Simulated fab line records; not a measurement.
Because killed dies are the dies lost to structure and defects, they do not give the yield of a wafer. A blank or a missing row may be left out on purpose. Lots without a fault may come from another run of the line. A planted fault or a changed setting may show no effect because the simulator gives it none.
fab line records + flow n5_finfet
record
- lots=4
- wafers=10
- last_day=17
route steps=1938 shown BEOL_M0_SAQP@693 BEOL_M0_CUTY@701 BEOL_M0@715 BEOL_M4@1111 PASSIVATION@1936
lots untouched by any fault: they come from a run of this same line in which no faults occurred
start_h: hours from the record's opening day to when the first of the lot's shown wafers began + wait_h: hours since the lot's step before + " same as the row above + L1.1+2: a row that stands for several wafers + - no value, or no start given + * or withheld: withheld + < > ~ a bound
route shown NAME@n: NAME is a module with steps in the file, n the number in the route of the first one + usual: mean and standard deviation over wafers with no fault + same: alike in all rows + chamber/n: place in a boat + sites: each site's reading + _std_site: their standard deviation + _edge_site: outer sites' mean less inner sites' + radius_mm: how far each site lies from the wafer's centre + mask NAME#n: copy n + behind: the tool/chamber that last shaped the wafer + hold: cause of the lot's hold/its duration in hours/its outcome + device: transistor that didn't switch, given as n, p or np + end of line: tests run on the same wafers once the route is complete + where a step has no rows: the recipe by itself + killed: dies lost to structure and defects at the first sort, not the wafer's yield + map: a wafer's dies, x killed, . not, _ none there
set.NAME: the run value of the setting; set.NAME@STEP: its run value at that earlier step + model.NAME: the simulator's own value behind a step, which no gauge read
lots at selected steps of the route; one table per step, one row per wafer
services: when a tool's chamber went out of use (start_h, in hours from the record's first day, below 0 if earlier), for how many hours, and the reason
## steps
# step N5_BEOL_M0_SAQP_ETCH_88
# recipe
- chemistry=N2/H2
- target=underlayer
- target_depth_a=65
- time_s=5.2
- ion_energy_ev=200
- mask_material=CAR-EUV
- pressure_mtorr=30
- source_w=840
- bias_w=150
- n2_flow_sccm=200
- h2_flow_sccm=200
- ends=cleared
# step N5_BEOL_M0_SAQP_ETCH_73
# recipe
- chemistry=CF4
- target=SiARC
- target_depth_a=195
- mask_material=CAR-EUV
- time_s=32.5
- ion_energy_ev=80
- pressure_mtorr=40
- source_w=545
- bias_w=36
- Ar_flow_sccm=100
- cf4_flow_sccm=100
- ends=cleared
# step N5_BEOL_M0_SAQP_CUT_ETCH_46
# recipe
- chemistry=N2/H2
- target=SOC
- target_depth_a=1350
- overetch_a=270
- temp_c=40
- time_s=202.5
- ion_energy_ev=200
- mask_material=SiARC
- pressure_mtorr=30
- source_w=840
- bias_w=150
- n2_flow_sccm=200
- h2_flow_sccm=200
# step N5_BEOL_M0_SAQP_STRIP_74
# recipe
- chemistry=N2/H2
- temp_c=40
- n2_flow_sccm=200
- h2_flow_sccm=200
- rf_frequency_hz=6e+07
# step N5_BEOL_M0_SAQP_STRIP_89
# recipe
- chemistry=N2/H2
- temp_c=40
- n2_flow_sccm=200
- h2_flow_sccm=200
- rf_frequency_hz=6e+07
# step N5_BEOL_M0_SAQP_ALD_48
# recipe
- material=SiO2
- target_thk_a=200
- temp_c=100
- ald_precursor_family=BDEAS
- ald_co_reactant=O2-plasma
- pulse_time_s=1
- co_reactant_pulse_time_s=1
- purge_time_s=2
- co_reactant_purge_time_s=2
- ald_cycles=139
- pressure_torr=2
# step N5_BEOL_M0_SAQP_ETCH_49
# recipe
- chemistry=CF4/O2
- target_depth_a=370
- target=SiO2
- pressure_mtorr=40
- source_w=535
- bias_w=49
- Ar_flow_sccm=100
- cf4_flow_sccm=100
- O2_flow_sccm=10
- ion_energy_ev=100
# step N5_BEOL_M0_SAQP_STRIP_75
# recipe
- chemistry=CF4
- resist=SiARC
- power_w=300
- bias_power_w=75
- pressure_mtorr=50
- cf4_flow_sccm=150
- rf_frequency_hz=6e+07
# step N5_BEOL_M0_CUTY_COAT_50
# recipe
- resist=SiARC
- temp_c=220
- time_s=60
- spin_rpm=1500
- resist_thk_nm=15
# step N5_BEOL_M0_CUTY_COAT_51
# recipe
- resist=CAR-ArF-block
- spin_rpm=1500
- resist_thk_nm=150
# step N5_BEOL_M0_CUTY_EBR_52
# recipe
- solvent=PGMEA
- ebr_width_mm=1.5
# step N5_BEOL_M0_CUTY_SOFTBAKE_53
# recipe
- temp_c=110
- time_s=60
- resist=CAR-ArF-block
# step N5_BEOL_M0_CUTY_EXPOSE_54
# recipe
- mask_id=M0_ABLK
- na=1.35
- source_shape=conventional
- sigma_outer=0.8
- polarization=unpolarized
- dose_mj=36
| lot.wafer  | tool            | chamber | start_h | wait_h | mask      |
|------------|-----------------|---------|---------|--------|-----------|
| L762.1+5+6 | arfi_scanner-01 | 0       | 135.20  | -      | M0_ABLK#0 |
| L776.2+5   | arfi_scanner-01 | 0       | 213.97  | -      | M0_ABLK#0 |
| L779.5+6   | arfi_scanner-01 | 0       | 232.78  | -      | M0_ABLK#0 |
| L780.1+2+4 | arfi_scanner-03 | 0       | 245.99  | -      | M0_ABLK#0 |
# step N5_BEOL_M0_CUTY_PEB_55
# recipe
- peb_temp_c=110
- peb_time_s=60
- resist=CAR-ArF-block
# step N5_BEOL_M0_CUTY_DEVELOP_56
# recipe
- develop_time_s=30
- developer=TMAH
- resist=CAR-ArF-block
- rinse_liquid=diw
- dry=air_spin
- dev_temp_c=23
# step N5_BEOL_M0_CUTY_CD_MEAS_57
# recipe
- target_cd_nm=200
- landing_energy_ev=500
- detector=se_inlens
- polarity=line
# usual
- cd_nm=200.0/1
| lot.wafer | tool      | chamber | start_h | wait_h | cd_nm |
|-----------|-----------|---------|---------|--------|-------|
| L762.1    | cd_sem-02 | 0       | 135.33  | -      | 200.9 |
| L762.5    | "         | 0       | "       | "      | 199.8 |
| L762.6    | "         | 0       | "       | "      | 199.2 |
| L776.2    | cd_sem-02 | 0       | 214.09  | -      | 86.4  |
| L776.5    | "         | 0       | "       | "      | 200.6 |
| L779.5    | cd_sem-03 | 0       | 232.89  | -      | 201.3 |
| L779.6    | "         | 0       | "       | "      | 92.1  |
| L780.1    | cd_sem-03 | 0       | 246.12  | -      | 200.2 |
| L780.2    | "         | 0       | "       | "      | 198.8 |
| L780.4    | "         | 0       | "       | "      | 199.4 |
# step N5_BEOL_M0_CUTY_DESCUM_61
# recipe
- chemistry=O2
- time_s=7.9
- source_power_w=50
- bias_power_w=20
- pressure_mtorr=20
- rf_frequency_hz=2.712e+07
- temp_c=40
- resist=CAR-ArF-block
- o2_flow_sccm=225
# step N5_BEOL_M0_CUTY_ETCH_62
# recipe
- chemistry=CF4
- target=SiARC
- mask_material=CAR-ArF-block
- time_s=58.5
- ion_energy_ev=80
- pressure_mtorr=40
- source_w=545
- bias_w=36
- Ar_flow_sccm=100
- cf4_flow_sccm=100
- ends=cleared
# step N5_BEOL_M0_CUTY_ETCH_63
# recipe
- chemistry=N2/H2
- target=SOC
- target_depth_a=827
- overetch_a=165
- mask_material=SiARC
- temp_c=40
- ion_energy_ev=200
- time_s=124
- pressure_mtorr=30
- source_w=840
- bias_w=150
- n2_flow_sccm=200
- h2_flow_sccm=200
# step N5_BEOL_M0_CUTY_STRIP_64
# recipe
- chemistry=N2/H2
- temp_c=40
- n2_flow_sccm=200
- h2_flow_sccm=200
- rf_frequency_hz=6e+07
# step N5_BEOL_M0_ETCH_138
# recipe
- chemistry=CH3F/O2
- target_depth_a=120
- target=SiCN
- time_s=31.6
- ion_energy_ev=120
- pressure_mtorr=30
- source_w=395
- bias_w=75
- Ar_flow_sccm=150
- CH3F_flow_sccm=30
- O2_flow_sccm=20
- ends=cleared
# step N5_BEOL_M0_HM_OPEN_105
# recipe
- chemistry=Cl2/BCl3
- target_depth_a=120
- target=TiN
- ion_energy_ev=150
- pressure_mtorr=10
- icp_w=1000
- bias_w=126
- Cl2_flow_sccm=53.25
- bcl3_flow_sccm=21.75
- Ar_flow_sccm=25
# step N5_BEOL_M0_STRIP_140
# recipe
- chemistry=CF4
- resist=SiARC
- power_w=300
- bias_power_w=75
- pressure_mtorr=50
- cf4_flow_sccm=150
- rf_frequency_hz=6e+07
# step N5_BEOL_M0_STRIP_104
# recipe
- chemistry=N2/H2
- power_w=450
- temp_c=40
- pressure_mtorr=20
- rf_frequency_hz=6e+07
- overash_fraction=0.3
- bias_power_w=7
- h2_frac=0.5
- n2_flow_sccm=200
- h2_flow_sccm=200
# step N5_BEOL_M0_WET_ETCH_106
# recipe
- chemistry=DHF
- dilution=10:1
- temp_c=25
- target=SiO2
- target_depth_a=1300
- dry=ipa_marangoni
- rinse_time_s=30
- rinse_temp_c=23
# step N5_BEOL_M0_ETCH_128
# recipe
- chemistry=CF4/N2
- target_depth_a=120
- overetch_a=51
- target=SiCN
- time_s=21.4
- ion_energy_ev=150
- pressure_mtorr=40
- source_w=430
- bias_w=70
- Ar_flow_sccm=100
- cf4_flow_sccm=60
- n2_flow_sccm=60
# step N5_BEOL_M0_TRENCH_ETCH_107
# recipe
- chemistry=C4F6/O2
- target_depth_a=328
- target=SiOC
- time_s=16.4
- ion_energy_ev=250
- pressure_mtorr=30
- source_w=355
- bias_w=185
- Ar_flow_sccm=300
- C4F6_flow_sccm=10
- O2_flow_sccm=10
# step N5_BEOL_M0_STRIP_142
# recipe
- chemistry=N2/H2
- time_s=10
- power_w=450
- temp_c=40
- pressure_mtorr=20
- rf_frequency_hz=6e+07
- bias_power_w=7
- n2_flow_sccm=200
- h2_flow_sccm=200
# step N5_BEOL_M0_HM_STRIP_129
# recipe
- chemistry=peroxide_tin_strip
- material=TiN
- target_depth_a=170
- temp_c=50
- time_s=108
# step N5_BEOL_M0_SRD_130
# recipe
- time_s=30
- temp_c=23
- rinse_liquid=diw
- dry=ipa_marangoni
# step N5_BEOL_M0_ETCH_109
# recipe
- chemistry=CH3F/O2
- target_depth_a=80
- overetch_a=24
- target=SiCN
- time_s=27.4
- ion_energy_ev=120
- pressure_mtorr=30
- source_w=395
- bias_w=75
- Ar_flow_sccm=150
- CH3F_flow_sccm=30
- O2_flow_sccm=20
# step N5_BEOL_M0_STRIP_139
# recipe
- chemistry=post_etch_residue_remover
- time_s=60
- temp_c=25
- remover_ph=withheld
- remover_water_wt_pct=withheld
- remover_fluoride_wt_pct=withheld
# step N5_BEOL_M0_SRD_111
# recipe
- time_s=30
- temp_c=23
- rinse_liquid=diw
- dry=ipa_marangoni
# step N5_BEOL_M0_DEGAS_112
# recipe
- ambient=vacuum
- temp_c=250
- time_s=60
# step N5_BEOL_M0_PRE_CLEAN_113
# recipe
- gas=H2/He
- time_s=30
- temp_c=250
# step N5_BEOL_M0_ALD_136
# recipe
- material=TaN
- target_thk_a=*
- temp_c=275
- ald_precursor_family=PDMAT
- ald_co_reactant=NH3
- pressure_torr=3
- carrier_flow_sccm=1500
- pulse_time_s=2
- purge_time_s=3
- co_reactant_purge_time_s=2
- co_reactant_pulse_time_s=3
- ald_cycles=30
- precursor_vessel_temp_c=75
- precursor_vessel_pressure_torr=26.25
- precursor_vessel_carrier_sccm=1000
# step N5_BEOL_M0_SURFACE_TREAT_137
# recipe
- gas=Ar
- time_s=*
- ion_energy_ev=*
- ion_current_ma_cm2=0.5
- pressure_mtorr=*
- ar_flow_sccm=30
# step N5_BEOL_M0_CVD_115
# recipe
- material=Co
- target_thk_a=*
- temp_c=withheld
- precursor=CCTBA/H2
- pressure_torr=30
- time_s=120
# step N5_BEOL_M0_SPUTTER_116
# recipe
- material=Cu
- target_thk_a=40
- temp_c=-20
- chamber_pressure_pa=0.07
- power_w=withheld
- time_s=7.37
# step N5_BEOL_M4_RC_MEAS_101
# usual
- DIBL_N=36.4/2
- DIBL_P=36.1/2.5
- IOFF_N=0.16/0.037
- IOFF_P=0.20/0.038
- ION_N=670/13
- ION_P=459/8.3
- SS_N=71.6/0.69
- SS_P=73.3/0.72
- VT_N=250/3.4
- VT_P=-251/3.1
| lot.wafer | tool      | chamber | start_h | wait_h | DIBL_N[mV/V] | DIBL_P[mV/V] | IOFF_N[nA/um] | IOFF_P[nA/um] | ION_N[uA/um] | ION_P[uA/um] | SS_N[mV/dec] | SS_P[mV/dec] | VT_N[mV] | VT_P[mV] |
|-----------|-----------|---------|---------|--------|--------------|--------------|---------------|---------------|--------------|--------------|--------------|--------------|----------|----------|
| L762.1    | prober-01 | 0       | 179.60  | 0.0    | 37.3         | 38.3         | 0.18          | 0.23          | 678          | 467          | 72.2         | 73.5         | 248      | -250     |
| L762.5    | "         | 0       | "       | "      | 34.1         | 33.5         | 0.12          | 0.15          | 664          | 450          | 71.7         | 71.8         | 256      | -255     |
| L762.6    | "         | 0       | "       | "      | 36.7         | 37.6         | 0.17          | 0.21          | 687          | 472          | 72.4         | 73.6         | 248      | -253     |
| L776.5    | prober-02 | 0       | 271.62  | 0.6    | 40.1         | 39.6         | 0.21          | 0.28          | 679          | 473          | 72.8         | 74.3         | 245      | -245     |
| L779.5    | prober-02 | 0       | 298.11  | 0.6    | 34.8         | 34.1         | 0.14          | 0.18          | 662          | 452          | 71.3         | 72.0         | 252      | -249     |
| L780.1    | prober-02 | 0       | 300.01  | 0.0    | 34.8         | 35.3         | 0.13          | 0.16          | 656          | 450          | 71.1         | 73.1         | 254      | -258     |
| L780.2    | "         | 0       | "       | "      | 37.0         | 38.6         | 0.18          | 0.20          | 696          | 472          | 70.9         | 73.8         | 247      | -252     |
| L780.4    | "         | 0       | "       | "      | 38.4         | 38.1         | 0.19          | 0.19          | 669          | 447          | 71.8         | 73.3         | 249      | -255     |
# step N5_PASSIVATION_PROBE_49
# usual
- defect_limited_yield=91.2/1.6
- killed_at_M0_to_M3=34/11
- killed_at_M4_up=13/5.2
- killed_at_contacts=13/6.3
- killed_at_front_end=40/14
- killed_at_other=3.2/2.4
- killed_dies=104/19
- killed_on_rim=14/4.2
- killed_open=69/14
- killed_short=32/7.5
- sort_bin_5_function=5.3/1.1
- sort_bin_6_memory=3.2/0.73
- sort_n_pass=1076/19
- sort_yield_pct=91.2/1.6
# same
- gross_dies=1180
- killed_at_back_side=0
- sort_bin_4_leakage[%]=0
- sort_bin_8_speed[%]=0
| lot.wafer | tool      | chamber | start_h | wait_h | defect_limited_yield[%] | killed_at_M0_to_M3 | killed_at_M4_up | killed_at_contacts | killed_at_front_end | killed_at_other | killed_dies | killed_on_rim | killed_open | killed_short | sort_bin_5_function[%] | sort_bin_6_memory[%] | sort_n_pass | sort_yield_pct[%] |
|-----------|-----------|---------|---------|--------|-------------------------|--------------------|-----------------|--------------------|---------------------|-----------------|-------------|---------------|-------------|--------------|------------------------|----------------------|-------------|-------------------|
| L762.1    | prober-01 | -       | 287.42  | 0.0    | 91.5                    | 39                 | 19              | 10                 | 32                  | 0               | 100         | 10            | 65          | 35           | 5.6                    | 2.8                  | 1080        | 91.5              |
| L762.5    | prober-01 | -       | 287.62  | 0.2    | 90.8                    | 28                 | 15              | 25                 | 37                  | 3               | 108         | 16            | 75          | 33           | 5.4                    | 3.4                  | 1072        | 90.8              |
| L762.6    | prober-01 | -       | 287.67  | 0.3    | 90.8                    | 34                 | 7               | 25                 | 43                  | 0               | 109         | 18            | 79          | 27           | 5.6                    | 3.4                  | 1071        | 90.8              |
| L776.2    | prober-01 | -       | 369.41  | 0.1    | 0                       | 1101               | 7               | 18                 | 53                  | 1               | 1180        | 152           | 86          | 43           | 96.2                   | 3.5                  | 0           | 0                 |
| L776.5    | prober-01 | -       | 369.56  | 0.2    | 90.7                    | 32                 | 17              | 16                 | 36                  | 9               | 110         | 12            | 74          | 32           | 5.6                    | 3.4                  | 1070        | 90.7              |
| L779.5    | prober-02 | -       | 400.66  | 0.2    | 92.4                    | 33                 | 11              | 14                 | 32                  | 0               | 90          | 11            | 56          | 29           | 4.5                    | 2.9                  | 1090        | 92.4              |
| L779.6    | prober-02 | -       | 400.71  | 0.3    | 0                       | 1103               | 8               | 21                 | 48                  | 0               | 1180        | 152           | 77          | 43           | 94.7                   | 4.6                  | 0           | 0                 |
| L780.1    | prober-02 | -       | 406.43  | 0.0    | 89.6                    | 38                 | 15              | 10                 | 52                  | 8               | 123         | 25            | 87          | 33           | 7.4                    | 2.8                  | 1057        | 89.6              |
| L780.2    | prober-02 | -       | 406.48  | 0.1    | 91.9                    | 16                 | 18              | 1                  | 60                  | 0               | 95          | 10            | 61          | 33           | 4.2                    | 3.6                  | 1085        | 91.9              |
| L780.4    | prober-02 | -       | 406.58  | 0.2    | 90.6                    | 33                 | 14              | 12                 | 51                  | 1               | 111         | 15            | 75          | 31           | 5.5                    | 3.2                  | 1069        | 90.6              |
# killed by level:class
L762.1 BEOL_M4:geometric_particle:open=10 BEOL_M0_SAQP:geometric_particle:short=10 MOL_CONTACT_COAG:geometric_particle:open=8 FIN_SAQP:geometric_particle:short=6 BEOL_M1:geometric_particle:open=6 BEOL_M3:geometric_particle:open=6 DUMMY_GATE:geometric_particle:open=5 BEOL_M2:geometric_particle:open=5
L762.5 MOL_CONTACT_COAG:geometric_particle:open=21 BEOL_M2:geometric_particle:open=11 STI_FIN_REVEAL:geometric_particle:open=9 GATE_CUT:geometric_particle:short=8 BEOL_M0_SAQP:geometric_particle:short=6 FIN_SAQP:geometric_particle:short=5 BEOL_M4:geometric_particle:open=5 FIN_SAQP:geometric_particle:open=4
L762.6 MOL_CONTACT_COAG:geometric_particle:open=20 FIN_SAQP:geometric_particle:open=14 STI_FIN_REVEAL:geometric_particle:open=9 BEOL_M0_SAQP:geometric_particle:open=9 FIN_SAQP:geometric_particle:short=6 BEOL_M1:geometric_particle:open=6 MOL_CONTACT_COAG:geometric_particle:short=5 BEOL_M0_SAQP:geometric_particle:short=5
L776.2 BEOL_M0_CUTY:area_expose=1050 MOL_CONTACT_COAG:geometric_particle:open=12 BEOL_M2:geometric_particle:open=12 FIN_SAQP:geometric_particle:open=9 BEOL_M0_SAQP:geometric_particle:open=9 FIN_SAQP:geometric_particle:short=8 STI_FIN_REVEAL:geometric_particle:open=8 BEOL_M0_SAQP:geometric_particle:short=8
L776.5 MOL_CONTACT_COAG:geometric_particle:open=11 DUMMY_GATE:geometric_particle:open=8 FIN_SAQP:geometric_particle:open=7 BEOL_M4:geometric_particle:open=7 BEOL_M0_SAQP:geometric_particle:open=6 BEOL_M3:geometric_particle:open=5 FIN_SAQP:geometric_particle:short=4 STI_FIN_REVEAL:geometric_particle:open=4
L779.5 BEOL_M2:geometric_particle:open=12 STI_FIN_REVEAL:geometric_particle:open=9 MOL_CONTACT_COAG:geometric_particle:open=8 MOL_CONTACT_COAG:geometric_particle:short=6 BEOL_M1:geometric_particle:open=6 BEOL_M3:geometric_particle:open=4 FIN_SAQP:geometric_particle:short=3 SPACER0:geometric_particle:short=3
L779.6 BEOL_M0_CUTY:area_expose=1058 MOL_CONTACT_COAG:geometric_particle:open=17 STI_FIN_REVEAL:geometric_particle:open=14 BEOL_M2:geometric_particle:open=9 BEOL_M3:geometric_particle:short=9 BEOL_M0_SAQP:geometric_particle:short=8 BEOL_M0_SAQP:geometric_particle:open=7 STI_FIN_REVEAL:geometric_particle:short=5
L780.1 BEOL_M0_SAQP:geometric_particle:open=12 FIN_SAQP:geometric_particle:open=11 BEOL_M3:geometric_particle:open=11 GATE_CUT:geometric_particle:short=8 MOL_CONTACT_COAG:geometric_particle:open=8 DUMMY_GATE:geometric_particle:open=7 FIN_SAQP:geometric_particle:short=6 BEOL_M1:geometric_particle:open=5
L780.2 FIN_SAQP:geometric_particle:open=23 FIN_SAQP:geometric_particle:short=15 DUMMY_GATE:geometric_particle:open=5 GATE_CUT:geometric_particle:short=5 BEOL_M4:geometric_particle:open=5 BEOL_M5:geometric_particle:open=5 BEOL_M1:geometric_particle:open=3 BEOL_M2:geometric_particle:open=3
L780.4 BEOL_M3:geometric_particle:open=16 MOL_CONTACT_COAG:geometric_particle:open=11 FIN_SAQP:geometric_particle:open=9 FIN_SAQP:geometric_particle:short=9 STI_FIN_REVEAL:geometric_particle:open=7 BEOL_M4:geometric_particle:open=6 DUMMY_GATE:geometric_particle:open=5 ILD0:geometric_particle:short=5
# map L776.2 (x killed, . not)
_________________xxxxxxxxxxxx________________
______________xxxxxxxxxxxxxxxxxx_____________
___________xxxxxxxxxxxxxxxxxxxxxxxx__________
__________xxxxxxxxxxxxxxxxxxxxxxxxxx_________
________xxxxxxxxxxxxxxxxxxxxxxxxxxxxxx_______
_______xxxxxxxxxxxxxxxxxxxxxxxxxxxxxxxx______
______xxxxxxxxxxxxxxxxxxxxxxxxxxxxxxxxxx_____
_____xxxxxxxxxxxxxxxxxxxxxxxxxxxxxxxxxxxx____
____xxxxxxxxxxxxxxxxxxxxxxxxxxxxxxxxxxxxxx___
___xxxxxxxxxxxxxxxxxxxxxxxxxxxxxxxxxxxxxxxx__
___xxxxxxxxxxxxxxxxxxxxxxxxxxxxxxxxxxxxxxxx__
__xxxxxxxxxxxxxxxxxxxxxxxxxxxxxxxxxxxxxxxxxx_
__xxxxxxxxxxxxxxxxxxxxxxxxxxxxxxxxxxxxxxxxxx_
_xxxxxxxxxxxxxxxxxxxxxxxxxxxxxxxxxxxxxxxxxxxx
_xxxxxxxxxxxxxxxxxxxxxxxxxxxxxxxxxxxxxxxxxxxx
_xxxxxxxxxxxxxxxxxxxxxxxxxxxxxxxxxxxxxxxxxxxx
_xxxxxxxxxxxxxxxxxxxxxxxxxxxxxxxxxxxxxxxxxxxx
_xxxxxxxxxxxxxxxxxxxxxxxxxxxxxxxxxxxxxxxxxxxx
_xxxxxxxxxxxxxxxxxxxxxxxxxxxxxxxxxxxxxxxxxxxx
_xxxxxxxxxxxxxxxxxxxxxxxxxxxxxxxxxxxxxxxxxxxx
_xxxxxxxxxxxxxxxxxxxxxxxxxxxxxxxxxxxxxxxxxxxx
__xxxxxxxxxxxxxxxxxxxxxxxxxxxxxxxxxxxxxxxxxx_
__xxxxxxxxxxxxxxxxxxxxxxxxxxxxxxxxxxxxxxxxxx_
___xxxxxxxxxxxxxxxxxxxxxxxxxxxxxxxxxxxxxxxx__
___xxxxxxxxxxxxxxxxxxxxxxxxxxxxxxxxxxxxxxxx__
____xxxxxxxxxxxxxxxxxxxxxxxxxxxxxxxxxxxxxx___
_____xxxxxxxxxxxxxxxxxxxxxxxxxxxxxxxxxxxx____
______xxxxxxxxxxxxxxxxxxxxxxxxxxxxxxxxxx_____
_______xxxxxxxxxxxxxxxxxxxxxxxxxxxxxxxx______
________xxxxxxxxxxxxxxxxxxxxxxxxxxxxxx_______
__________xxxxxxxxxxxxxxxxxxxxxxxxxx_________
___________xxxxxxxxxxxxxxxxxxxxxxxx__________
______________xxxxxxxxxxxxxxxxxx_____________
_________________xxxxxxxxxxxx________________
# map L779.6 (x killed, . not)
_________________xxxxxxxxxxxx________________
______________xxxxxxxxxxxxxxxxxx_____________
___________xxxxxxxxxxxxxxxxxxxxxxxx__________
__________xxxxxxxxxxxxxxxxxxxxxxxxxx_________
________xxxxxxxxxxxxxxxxxxxxxxxxxxxxxx_______
_______xxxxxxxxxxxxxxxxxxxxxxxxxxxxxxxx______
______xxxxxxxxxxxxxxxxxxxxxxxxxxxxxxxxxx_____
_____xxxxxxxxxxxxxxxxxxxxxxxxxxxxxxxxxxxx____
____xxxxxxxxxxxxxxxxxxxxxxxxxxxxxxxxxxxxxx___
___xxxxxxxxxxxxxxxxxxxxxxxxxxxxxxxxxxxxxxxx__
___xxxxxxxxxxxxxxxxxxxxxxxxxxxxxxxxxxxxxxxx__
__xxxxxxxxxxxxxxxxxxxxxxxxxxxxxxxxxxxxxxxxxx_
__xxxxxxxxxxxxxxxxxxxxxxxxxxxxxxxxxxxxxxxxxx_
_xxxxxxxxxxxxxxxxxxxxxxxxxxxxxxxxxxxxxxxxxxxx
_xxxxxxxxxxxxxxxxxxxxxxxxxxxxxxxxxxxxxxxxxxxx
_xxxxxxxxxxxxxxxxxxxxxxxxxxxxxxxxxxxxxxxxxxxx
_xxxxxxxxxxxxxxxxxxxxxxxxxxxxxxxxxxxxxxxxxxxx
_xxxxxxxxxxxxxxxxxxxxxxxxxxxxxxxxxxxxxxxxxxxx
_xxxxxxxxxxxxxxxxxxxxxxxxxxxxxxxxxxxxxxxxxxxx
_xxxxxxxxxxxxxxxxxxxxxxxxxxxxxxxxxxxxxxxxxxxx
_xxxxxxxxxxxxxxxxxxxxxxxxxxxxxxxxxxxxxxxxxxxx
__xxxxxxxxxxxxxxxxxxxxxxxxxxxxxxxxxxxxxxxxxx_
__xxxxxxxxxxxxxxxxxxxxxxxxxxxxxxxxxxxxxxxxxx_
___xxxxxxxxxxxxxxxxxxxxxxxxxxxxxxxxxxxxxxxx__
___xxxxxxxxxxxxxxxxxxxxxxxxxxxxxxxxxxxxxxxx__
____xxxxxxxxxxxxxxxxxxxxxxxxxxxxxxxxxxxxxx___
_____xxxxxxxxxxxxxxxxxxxxxxxxxxxxxxxxxxxx____
______xxxxxxxxxxxxxxxxxxxxxxxxxxxxxxxxxx_____
_______xxxxxxxxxxxxxxxxxxxxxxxxxxxxxxxx______
________xxxxxxxxxxxxxxxxxxxxxxxxxxxxxx_______
__________xxxxxxxxxxxxxxxxxxxxxxxxxx_________
___________xxxxxxxxxxxxxxxxxxxxxxxx__________
______________xxxxxxxxxxxxxxxxxx_____________
_________________xxxxxxxxxxxx________________
## services
| tool            | chamber | start_h | hours | kind        |
|-----------------|---------|---------|-------|-------------|
| arfi_scanner-01 | -       | 125.65  | 1.3   | pm          |
| arfi_scanner-03 | -       | 132.96  | 16.1  | repair      |
| arfi_scanner-01 | 0       | 153.33  | -     | calibration |
| arfi_scanner-03 | -       | 155.90  | 1.3   | pm          |
| arfi_scanner-01 | -       | 160.12  | 6.7   | repair      |
| arfi_scanner-03 | -       | 173.28  | 4.9   | pm          |
| arfi_scanner-03 | -       | 185.51  | 1.0   | pm          |
| arfi_scanner-01 | -       | 190.00  | 1.0   | pm          |
| arfi_scanner-03 | -       | 212.23  | 1.1   | repair      |
| arfi_scanner-03 | -       | 225.80  | 3.9   | pm          |
| arfi_scanner-01 | -       | 230.98  | 1.5   | repair      |
| arfi_scanner-03 | 0       | 231.42  | -     | calibration |
| arfi_scanner-03 | -       | 244.05  | 1.0   | pm          |
## key
first_sign
- step=N5_BEOL_M0_CUTY_CD_MEAS_57
- reading=cd_nm
- direction=down
- sigmas=99+
- usual=200.0
- struck=89.2
effect
- step=N5_PASSIVATION_PROBE_49
- reading=killed_at_M0_to_M3
- direction=up
- sigmas=95
- usual=34
- struck=1102
more_kills_born_at
- N5_BEOL_M0_CUTY_EXPOSE_54@arfi_scanner-01=2108
met_at N5_BEOL_M0_CUTY_EXPOSE_54
struck_wafers L776.2,L779.6
later_rows_left_out L776.2,L779.6
onset_between 135.20 213.97
fault
- kind=process_parameter_drift
- tool=arfi_scanner-01
- chamber=-
- onset_h=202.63
- steps=N5_BEOL_M0_CUTY_EXPOSE_54
- channel=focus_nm
- offset=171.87
- shape=step
- end_h=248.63
- scope=struck_wafers_only
# later_rows_left_out: the simulator's readings of these wafers behind a module that went badly wrong aren't trusted and aren't shown, but for the sort
